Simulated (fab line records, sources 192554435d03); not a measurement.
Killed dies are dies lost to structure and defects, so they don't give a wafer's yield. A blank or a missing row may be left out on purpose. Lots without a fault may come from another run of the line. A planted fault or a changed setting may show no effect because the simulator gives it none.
fab line records | flow n5_finfet
record lots=5 wafers=15 last_day=19
route steps=1938 shown BEOL_M4@1021 PASSIVATION@1936
lots that met no fault: from a run of the same line without faults
start_h: hours from the record's first day to the start of the lot's first wafer shown | wait_h: hours since the lot's step before | " the same as in the row above | L1.1+2: a row that stands for several wafers | - no value, or no start given | * or withheld: withheld | < > ~ a bound
route shown NAME@n: a module of which the file shows steps, and the number in the route of the first | usual: mean/standard deviation of fault-free wafers | same: alike in all rows | chamber/n: place in a boat | sites: the reading at each site | _std_site: their standard deviation | _edge_site: outer sites' mean less inner sites' | radius_mm: how far each site lies from the wafer's centre | mask NAME#n: copy n | behind: the tool/chamber that last shaped the wafer | hold: why the lot was held/for how many hours/how that ended | device: the transistor (n, p or np) that didn't switch | end of line: the same wafers' tests at the end of the route | a step without rows: its recipe alone | killed: dies lost to structure and defects at the first sort, not the wafer's yield | map: a wafer's dies, x killed, . not, _ none there
set.NAME: the setting as run; set.NAME@STEP: as run at that earlier step | model.NAME: the simulator's own value behind a step, which no gauge read
lots at some steps of the route; a table a step, a row a wafer
services: from which hour (start_h, from the record's first day; less than 0 if before it) a tool's chamber was out of use, for how many hours, and why
## steps
# step N5_BEOL_M4_ILD_DEP_00
# recipe material=SiOC target_thk_a=790 temp_c=350 precursor=DEMS/O2 pressure_torr=5 rf_w=500 time_s=15.3
# step N5_BEOL_M4_PECVD_72
# recipe material=SiO2 target_thk_a=160 temp_c=400 precursor=TEOS/O2 pressure_torr=5.5 rf_w=450 teos_flow_sccm=53.8 gas=O2 flow_sccm=3000 time_s=18
# step N5_BEOL_M4_HM_DEP_02
# recipe material=TiN target_thk_a=200 temp_c=25 chamber_pressure_pa=0.49996
# step N5_BEOL_M4_COAT_61
# recipe resist=SOC temp_c=250 time_s=60 spin_rpm=1500 resist_thk_nm=60
# step N5_BEOL_M4_COAT_62
# recipe resist=SiARC temp_c=220 time_s=60 spin_rpm=1500 resist_thk_nm=12
# step N5_BEOL_M4_COAT_73
# recipe resist=underlayer temp_c=205 time_s=60 spin_rpm=1500 resist_thk_nm=5
# step N5_BEOL_M4_COAT_05
# recipe resist=CAR-EUV spin_rpm=1500 resist_thk_nm=30
# step N5_BEOL_M4_EBR_07
# recipe solvent=PGMEA ebr_width_mm=1.5
# step N5_BEOL_M4_SOFTBAKE_06
# recipe temp_c=110 time_s=60 resist=CAR-EUV
# step N5_BEOL_M4_EXPOSE_08
# recipe mask_id=M4 na=0.33 source_shape=dipole sigma_inner=0.369 sigma_outer=0.767 polarization=unpolarized dose_mj=41.25
# usual exposure_dose_mJ_cm2=41.17/0.048
# same sigma_inner=0.369
# columns lot.wafer tool chamber start_h wait_h mask exposure_dose_mJ_cm2
L498.1 euv_scanner-01 0 241.37 - M4#0 41.19
L498.3 " 0 " " M4#0 41.19
L498.5 " 0 " " M4#0 41.19
L504.2 euv_scanner-01 0 269.53 - M4#0 32.55
L504.4 " 0 " " M4#0 32.64
L504.5 " 0 " " M4#0 32.58
L505.1 euv_scanner-01 0 276.63 - M4#0 34.26
L505.3 " 0 " " M4#0 34.29
L505.4 " 0 " " M4#0 34.29
L508.1 euv_scanner-01 0 297.99 - M4#0 35.59
L508.3 " 0 " " M4#0 35.59
L508.4 " 0 " " M4#0 35.69
L510.2 euv_scanner-02 0 306.07 - M4#0 41.19
L510.5 " 0 " " M4#0 41.14
L510.6 " 0 " " M4#0 41.22
# step N5_BEOL_M4_PEB_09
# recipe peb_temp_c=100 peb_time_s=60 resist=CAR-EUV
# step N5_BEOL_M4_DEVELOP_10
# recipe develop_time_s=30 developer=TMAH resist=CAR-EUV rinse_liquid=surfactant_rinse dry=air_spin dev_temp_c=23
# step N5_BEOL_M4_CD_MEAS_11
# recipe target_cd_nm=16.79 landing_energy_ev=500 detector=se_inlens polarity=opening
# usual cd_nm=16.79/0.24
# columns lot.wafer tool chamber start_h wait_h cd_nm
L498.1 cd_sem-03 0 241.50 - 16.59
L498.3 " 0 " " 16.80
L498.5 " 0 " " 16.23
L504.2 cd_sem-02 0 269.66 - 11.04
L504.4 " 0 " " 11.02
L504.5 " 0 " " 10.89
L505.1 cd_sem-03 0 276.76 - 12.35
L505.3 " 0 " " 12.92
L505.4 " 0 " " 12.78
L508.1 cd_sem-01 0 298.12 - 13.85
L508.3 " 0 " " 13.65
L508.4 " 0 " " 13.88
L510.2 cd_sem-01 0 306.19 - 16.39
L510.5 " 0 " " 16.65
L510.6 " 0 " " 16.75
# step N5_BEOL_M4_DESCUM_16
# recipe chemistry=O2 time_s=7 source_power_w=50 bias_power_w=20 pressure_mtorr=20 rf_frequency_hz=2.712e+07 temp_c=40 resist=CAR-EUV o2_flow_sccm=225
# step N5_BEOL_M4_ETCH_74
# recipe chemistry=N2/H2 target=underlayer target_depth_a=65 mask_material=CAR-EUV time_s=5.2 ion_energy_ev=200 pressure_mtorr=30 source_w=840 bias_w=150 n2_flow_sccm=200 h2_flow_sccm=200 ends=cleared
# usual drypump_motor_current_A=5.9/0.53 etch_rf_on_time_s=5.21/0.071 h2_flow_sccm=200.0/0.56 oes_product_au=0.67/0.063 rf_vpp_V=525.5/2.3 showerhead_plenum_p_Torr=2.60/0.077 throttle_valve_pct=17.85/0.22
# columns lot.wafer tool chamber start_h wait_h drypump_motor_current_A etch_rf_on_time_s h2_flow_sccm oes_product_au rf_hours_counter_h rf_vpp_V showerhead_plenum_p_Torr throttle_valve_pct model.BEOL_M4.cd_offset_nm
L498.1 rie_diel-03 2 241.71 0.0 5.8 5.18 199.8 0.72 53 527.5 2.70 18.11 -0.4
L498.3 " 0 " " 6.4 5.13 200.6 0.75 27 524.3 2.59 17.57 0
L498.5 " 3 " " 6.2 5.12 200.9 0.63 - 523.8 2.52 17.92 -0.2
L504.2 rie_diel-03 1 269.82 0.0 6.7 5.26 199.6 0.61 208 525.7 2.63 17.60 -5.6
L504.4 " 2 " " 5.8 5.19 199.8 0.71 64 527.2 2.70 18.13 -5.8
L504.5 " 0 " " 6.4 5.16 200.2 0.74 - 523.9 2.59 17.59 -5.8
L505.1 rie_diel-03 2 277.23 0.0 5.8 5.19 199.8 0.70 67 529.2 2.69 18.14 -4
L505.3 " 1 " " 6.7 5.27 201.0 0.61 211 525.8 2.62 17.59 -4
L505.4 " 3 " " 6.2 5.16 199.7 0.63 193 522.2 2.52 17.94 -4
L508.1 rie_diel-02 0 298.38 0.0 6.2 5.28 199.7 0.58 221 527.0 2.62 17.93 -3
L508.3 " 1 " " 5.0 5.32 200.0 0.70 77 523.7 2.48 17.93 -2.8
L508.4 " 2 " " 6.1 5.29 199.8 0.73 30 528.5 2.70 17.78 -3
L510.2 rie_diel-05 3 306.35 0.0 6.4 5.13 200.6 0.59 235 525.5 2.60 18.01 -0.4
L510.5 " 0 " " 5.7 5.20 199.6 0.61 - 527.8 2.65 18.17 0
L510.6 " 3 " " 6.4 5.18 200.7 0.59 - 524.0 2.60 18.00 -0.2
# step N5_BEOL_M4_ETCH_63
# recipe chemistry=CF4 target=SiARC target_depth_a=156 mask_material=CAR-EUV time_s=26 ion_energy_ev=80 pressure_mtorr=40 source_w=545 bias_w=36 Ar_flow_sccm=100 cf4_flow_sccm=100 ends=cleared
# step N5_BEOL_M4_ETCH_64
# recipe chemistry=N2/H2 target=SOC target_depth_a=750 overetch_a=225 mask_material=SiARC temp_c=40 time_s=121.9 ion_energy_ev=200 pressure_mtorr=30 source_w=840 bias_w=150 n2_flow_sccm=200 h2_flow_sccm=200
# step N5_BEOL_M4_STRIP_65
# recipe chemistry=N2/H2 temp_c=40 n2_flow_sccm=200 h2_flow_sccm=200 rf_frequency_hz=6e+07
# step N5_BEOL_M4_STRIP_75
# recipe chemistry=N2/H2 temp_c=40 n2_flow_sccm=200 h2_flow_sccm=200 rf_frequency_hz=6e+07
# step N5_BEOL_M4_STRIP_66
# recipe chemistry=CF4 resist=SiARC power_w=300 bias_power_w=75 pressure_mtorr=50 cf4_flow_sccm=150 rf_frequency_hz=6e+07
# step N5_BEOL_M4_HM_OPEN_17
# recipe chemistry=Cl2/BCl3 target_depth_a=200 overetch_a=60 target=TiN mask_material=SOC ion_energy_ev=150 pressure_mtorr=10 icp_w=1000 bias_w=126 Cl2_flow_sccm=53.25 bcl3_flow_sccm=21.75 Ar_flow_sccm=25
# usual drypump_motor_current_A=5.5/0.4 mfc_ar_sccm=25.01/0.07 oes_product_au=0.64/0.1 throttle_valve_pct=22.17/0.21
# columns lot.wafer tool chamber start_h wait_h drypump_motor_current_A mfc_ar_sccm oes_product_au rf_hours_counter_h throttle_valve_pct model.BEOL_M4.cd_offset_nm
L498.1 rie_metal-01 1 241.93 0.0 6.1 25.04 0.57 91 22.19 -0.4
L498.3 " 0 " " 5.1 25.12 0.57 - 22.46 0
L498.5 " 0 " " 5.1 25.08 0.57 - 22.46 -0.6
L504.2 rie_metal-01 1 270.03 0.0 6.1 24.97 0.57 93 22.20 -5.6
L504.4 " 1 " " 6.1 24.88 0.57 - 22.21 -5.6
L504.5 " 0 " " 5.1 25.14 0.57 - 22.45 -6
L505.1 rie_metal-02 1 277.45 0.0 5.8 24.99 0.80 5 21.94 -4.2
L505.3 " 1 " " 5.8 24.99 0.80 - 21.94 -4
L505.4 " 0 " " 5.3 25.09 0.54 - 22.02 -4
L508.1 rie_metal-02 1 298.60 0.0 5.8 24.90 0.78 9 21.92 -3.4
L508.3 " 1 " " 5.8 24.99 0.78 - 21.93 -3
L508.4 " 1 " " 5.8 24.92 0.78 - 21.91 -3.4
L510.2 rie_metal-01 1 306.57 0.0 6.1 25.06 0.57 95 22.20 -0.4
L510.5 " 0 " " 5.1 25.09 0.56 - 22.47 0
L510.6 " 1 " " 6.1 25.08 0.56 - 22.21 -0.6
# step N5_BEOL_M4_STRIP_19
# recipe chemistry=O2 power_w=400 temp_c=40 pressure_mtorr=30 rf_frequency_hz=6e+07 bias_power_w=0 overash_fraction=0.2 o2_flow_sccm=225
# step N5_BEOL_M4_CD_MEAS_18
# recipe pitch_nm=36 target_cd_nm=18
# usual cd_nm=17.93/0.3
# columns lot.wafer tool chamber start_h wait_h cd_nm
L498.1 cd_sem-02 - 242.11 0.0 17.85
L498.3 " - " " 18.08
L498.5 " - " " 17.55
L504.2 cd_sem-03 - 270.22 0.1 12.21
L504.4 " - " " 12.13
L504.5 " - " " 12.43
L505.1 cd_sem-03 - 277.63 0.0 13.97
L505.3 " - " " 13.82
L505.4 " - " " 13.82
L508.1 cd_sem-03 - 298.87 0.0 14.69
L508.3 " - " " 14.91
L508.4 " - " " 14.58
L510.2 cd_sem-03 - 306.77 0.1 17.83
L510.5 " - " " 18.10
L510.6 " - " " 17.62
# step N5_BEOL_M4_COAT_67
# recipe resist=SOC temp_c=250 time_s=60 spin_rpm=1500 resist_thk_nm=60
# step N5_BEOL_M4_RC_MEAS_101
# usual DIBL_N=36.4/1.4 DIBL_P=36.4/1.5 IOFF_N=0.156/0.022 IOFF_P=0.210/0.023 ION_N=675/9.1 ION_P=463/5.7 SS_N=71.6/0.45 SS_P=73.3/0.56 VT_N=250/3.1 VT_P=-250.3/2.3
# columns lot.wafer tool chamber start_h wait_h DIBL_N[mV/V] DIBL_P[mV/V] IOFF_N[nA/um] IOFF_P[nA/um] ION_N[uA/um] ION_P[uA/um] SS_N[mV/dec] SS_P[mV/dec] VT_N[mV] VT_P[mV]
L498.1 prober-02 0 256.94 0.0 38.4 38.2 0.176 0.193 674 451 72.1 74.2 249 -253.9
L498.3 " 0 " " 37.3 38.2 0.160 0.187 674 458 72.0 73.6 249 -254.2
L498.5 " 0 " " 37.7 37.1 0.151 0.172 664 449 72.8 73.3 252 -255.6
L510.2 prober-02 0 327.85 0.2 36.4 37.5 0.167 0.238 683 474 72.1 73.0 249 -248.2
L510.5 " 0 " " 36.3 37.1 0.158 0.233 688 475 71.7 72.9 250 -246.6
L510.6 " 0 " " 37.8 37.9 0.193 0.260 685 473 71.9 73.3 245 -248.3
# step N5_PASSIVATION_PROBE_49
# usual defect_limited_yield=91.5/1.3 killed_at_M0_to_M3=33/10 killed_at_M4_up=13/4 killed_at_contacts=12/6.3 killed_at_front_end=39/11 killed_at_other=3.4/2.6 killed_dies=100/15 killed_on_rim=13/4 killed_open=65/11 killed_short=34/7.8 sort_bin_5_function=5.0/0.89 sort_bin_6_memory=3.2/0.58 sort_n_pass=1080/15 sort_yield_pct=91.5/1.3
# same gross_dies=1180 killed_at_back_side=0 sort_bin_4_leakage[%]=0 sort_bin_8_speed[%]=0
# columns lot.wafer tool chamber start_h wait_h defect_limited_yield[%] killed_at_M0_to_M3 killed_at_M4_up killed_at_contacts killed_at_front_end killed_at_other killed_dies killed_on_rim killed_open killed_short sort_bin_5_function[%] sort_bin_6_memory[%] sort_n_pass sort_yield_pct[%]
L505.1 prober-01 - 417.37 0.0 0 35 1081 9 51 4 1180 152 83 35 5.9 3.6 0 0
L505.3 prober-01 - 417.47 0.1 0 31 1096 7 40 6 1180 152 64 32 5.0 2.9 0 0
L505.4 prober-01 - 417.52 0.2 0 24 1106 16 31 3 1180 152 63 27 4.6 2.9 0 0
# killed by level:class
L505.1 BEOL_M4:area_expose=1062 FIN_SAQP:geometric_particle:open=13 FIN_SAQP:geometric_particle:short=11 MOL_CONTACT_COAG:geometric_particle:open=9 BEOL_M0_SAQP:geometric_particle:open=8 BEOL_M2:geometric_particle:open=8 DUMMY_GATE:geometric_particle:open=7 BEOL_M0_SAQP:geometric_particle:short=7
L505.3 BEOL_M4:area_expose=1084 DUMMY_GATE:geometric_particle:open=11 BEOL_M1:geometric_particle:open=11 FIN_SAQP:geometric_particle:short=6 FIN_SAQP:geometric_particle:open=6 STI_FIN_REVEAL:geometric_particle:open=6 MOL_CONTACT_COAG:geometric_particle:open=5 BEOL_M3:geometric_particle:open=5
L505.4 BEOL_M4:area_expose=1089 MOL_CONTACT_COAG:geometric_particle:open=15 FIN_SAQP:geometric_particle:open=8 BEOL_M4:geometric_particle:short=8 BEOL_M2:geometric_particle:open=6 BEOL_M3:geometric_particle:open=6 STI_FIN_REVEAL:geometric_particle:open=5 BEOL_M4:geometric_particle:open=4
# map L505.1 (x killed, . not)
_________________xxxxxxxxxxxx________________
______________xxxxxxxxxxxxxxxxxx_____________
___________xxxxxxxxxxxxxxxxxxxxxxxx__________
__________xxxxxxxxxxxxxxxxxxxxxxxxxx_________
________xxxxxxxxxxxxxxxxxxxxxxxxxxxxxx_______
_______xxxxxxxxxxxxxxxxxxxxxxxxxxxxxxxx______
______xxxxxxxxxxxxxxxxxxxxxxxxxxxxxxxxxx_____
_____xxxxxxxxxxxxxxxxxxxxxxxxxxxxxxxxxxxx____
____xxxxxxxxxxxxxxxxxxxxxxxxxxxxxxxxxxxxxx___
___xxxxxxxxxxxxxxxxxxxxxxxxxxxxxxxxxxxxxxxx__
___xxxxxxxxxxxxxxxxxxxxxxxxxxxxxxxxxxxxxxxx__
__xxxxxxxxxxxxxxxxxxxxxxxxxxxxxxxxxxxxxxxxxx_
__xxxxxxxxxxxxxxxxxxxxxxxxxxxxxxxxxxxxxxxxxx_
_xxxxxxxxxxxxxxxxxxxxxxxxxxxxxxxxxxxxxxxxxxxx
_xxxxxxxxxxxxxxxxxxxxxxxxxxxxxxxxxxxxxxxxxxxx
_xxxxxxxxxxxxxxxxxxxxxxxxxxxxxxxxxxxxxxxxxxxx
_xxxxxxxxxxxxxxxxxxxxxxxxxxxxxxxxxxxxxxxxxxxx
_xxxxxxxxxxxxxxxxxxxxxxxxxxxxxxxxxxxxxxxxxxxx
_xxxxxxxxxxxxxxxxxxxxxxxxxxxxxxxxxxxxxxxxxxxx
_xxxxxxxxxxxxxxxxxxxxxxxxxxxxxxxxxxxxxxxxxxxx
_xxxxxxxxxxxxxxxxxxxxxxxxxxxxxxxxxxxxxxxxxxxx
__xxxxxxxxxxxxxxxxxxxxxxxxxxxxxxxxxxxxxxxxxx_
__xxxxxxxxxxxxxxxxxxxxxxxxxxxxxxxxxxxxxxxxxx_
___xxxxxxxxxxxxxxxxxxxxxxxxxxxxxxxxxxxxxxxx__
___xxxxxxxxxxxxxxxxxxxxxxxxxxxxxxxxxxxxxxxx__
____xxxxxxxxxxxxxxxxxxxxxxxxxxxxxxxxxxxxxx___
_____xxxxxxxxxxxxxxxxxxxxxxxxxxxxxxxxxxxx____
______xxxxxxxxxxxxxxxxxxxxxxxxxxxxxxxxxx_____
_______xxxxxxxxxxxxxxxxxxxxxxxxxxxxxxxx______
________xxxxxxxxxxxxxxxxxxxxxxxxxxxxxx_______
__________xxxxxxxxxxxxxxxxxxxxxxxxxx_________
___________xxxxxxxxxxxxxxxxxxxxxxxx__________
______________xxxxxxxxxxxxxxxxxx_____________
_________________xxxxxxxxxxxx________________
# map L498.1 (x killed, . not)
_________________x...........________________
______________.........x......x._____________
___________........................__________
__________...............x.........._________
________....x...........x............._______
_______.......x........................______
______.....x.....x........x..........x.x_____
_____x...x..x...x........................____
____....x..xx...x...........x.............___
___........................................__
___.x...........x..x...................x...__
__.........x.....xx........x....x.......x..._
__................................x........._
_x..........x.............xx........x.....x..
_..x..................x............x.........
_...x.......x.x........................x.....
_.x.x..........x....x............x...........
_.........x..............x.............x...x.
_.....................x...................x..
_...........x.....x.....x......x.........x...
_....................x.x.x..............x..x.
__..x...xx.x.....x.......................x.._
__...x........x....x...x......x.......x....._
___....x...............x.........x.........__
___..............x..x.x........x...........__
____.......x...x..x.x..xx.............x...___
_____x..x.x........x..................x..____
______xx..................xxx..........x_____
_______......x.x................x......______
________..................x....x......_______
__________......x...x...xx........x._________
___________...............x........__________
______________.....x.....xx...x._____________
_________________..x.....x...________________
## services
# columns tool chamber start_h hours kind
euv_scanner-02 - 219.88 1.6 repair
rie_diel-03 1 222.81 2.7 repair
euv_scanner-02 - 224.67 2.4 repair
rie_diel-02 0 236.29 1.6 repair
euv_scanner-02 - 237.80 5.8 pm
euv_scanner-01 - 243.59 1.0 pm
euv_scanner-02 - 245.80 27.2 repair
rie_diel-05 2 248.47 1.5 repair
rie_diel-05 2 250.18 - clean
rie_diel-05 2 250.18 - consumable_replace:focus_ring
rie_diel-05 2 250.18 13.4 scheduled_down
rie_diel-05 2 250.18 13.4 vent_cycle
rie_diel-03 0 253.76 5.9 repair
rie_diel-05 1 276.26 3.2 repair
euv_scanner-01 - 276.98 4.6 pm
rie_metal-02 0 278.71 - clean
rie_metal-02 0 278.71 33.9 scheduled_down
rie_metal-02 0 278.71 33.9 vent_cycle
rie_metal-01 1 285.68 20.6 repair
euv_scanner-01 - 298.94 1.0 pm
euv_scanner-01 - 302.98 1.4 repair
## key
first_sign step=N5_BEOL_M4_EXPOSE_08 reading=exposure_dose_mJ_cm2 direction=down sigmas=99+ usual=41.17 struck=34.16
effect step=N5_BEOL_M4_CD_MEAS_11 reading=cd_nm direction=down sigmas=18 usual=16.79 struck=12.49 through=control_loop
effect step=N5_BEOL_M4_CD_MEAS_18 reading=cd_nm direction=down sigmas=15 usual=17.93 struck=13.61 through=control_loop
effect step=N5_PASSIVATION_PROBE_49 reading=killed_at_M4_up direction=up sigmas=99+ usual=13 struck=1094
model_effect step=N5_BEOL_M4_ETCH_74 value=BEOL_M4.cd_offset_nm without=0.06667 struck=-4.222
model_effect step=N5_BEOL_M4_HM_OPEN_17 value=BEOL_M4.cd_offset_nm without=-0.04444 struck=-4.356
more_kills_born_at N5_BEOL_M4_EXPOSE_08@euv_scanner-01=3235
met_at N5_BEOL_M4_EXPOSE_08
struck_wafers L504.2,L504.4,L504.5,L505.1,L505.3,L505.4,L508.1,L508.3,L508.4
rows_end L504.2,L504.4,L504.5,L508.1,L508.3,L508.4
later_rows_left_out L505.1,L505.3,L505.4
loop_trim step=N5_BEOL_M4_EXPOSE_08 setting=dose lots=L505,L508
onset_between 241.37 269.53
fault kind=process_parameter_drift tool=euv_scanner-01 chamber=- onset_h=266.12 steps=N5_BEOL_M4_EXPOSE_08 channel=dose_mj offset=-8.5935 shape=step acts_in=these_recipes_only stated=41.25
# later_rows_left_out: the simulator's readings of these wafers behind a module that went badly wrong aren't trusted and aren't shown, but for the sort
# rows_end: these wafers met a further fault down the route, and their rows from its step on are left out
# loop_trim: a control loop set the setting to another value than it would have without faults
